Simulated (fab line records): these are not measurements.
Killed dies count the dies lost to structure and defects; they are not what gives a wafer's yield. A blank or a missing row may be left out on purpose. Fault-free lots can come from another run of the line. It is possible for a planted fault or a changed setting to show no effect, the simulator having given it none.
Matching of chambers    flow nand-harc    cmp-03 running NHARC_P_CONTACT_CMP_01: 4 sister chambers
The step polishes SiO2, target thk 200 nm. 8 wafers are shown with their chamber, then 8 later ones without.

WAFERS PAIRED WITH THEIR CHAMBERS
wafer   chamber  motor-current-A (A)
L076.5  2        12.2
L083.1  1        11.3
L083.2  2        11.9
L083.5  0        11.2
L082.2  0        11.5
L082.3  3        11.9
L082.6  1        12.1
L085.1  3        11.1

WAFERS MISSING THEIR CHAMBER
wafer   motor-current-A (A)
L085.3  11.1
L085.4  11.2
L088.2  12.0
L088.3  11.5
L088.6  11.8
L092.2  11.1
L092.4  12.2
L092.5  11.8

WHICH CHAMBER EACH WENT THROUGH
wafer   from the rows above                in truth
L085.3  can't be placed: 0 or 3 or 1 or 2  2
L085.4  can't be placed: 0 or 3 or 1 or 2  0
L088.2  can't be placed: 2 or 1 or 3 or 0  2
L088.3  can't be placed: 3 or 0 or 1 or 2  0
L088.6  can't be placed: 1 or 2 or 3 or 0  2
L092.2  can't be placed: 0 or 3 or 1 or 2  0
L092.4  can't be placed: 2 or 1 or 3 or 0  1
L092.5  can't be placed: 1 or 2 or 3 or 0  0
Placed correctly: 0 of 8. Can't be placed from these rows: 8 (the true chamber is among the candidates in 8). Wrongly placed: 0.
How it was worked out, from the rows above alone: a wafer's distance from a chamber is the root of the sum, over the readings, of the square of ((its reading less the chamber's mean) divided by the reading's scatter). The wafer belongs to the nearest chamber; if the next one is less than 2 further off, it can't be placed. For every chamber, the mean is computed from those of its wafers that are shown. The scatter is the square root of a quotient: the sum, over the shown wafers, of each reading's squared deviation from its chamber's mean, divided by wafers minus chambers.
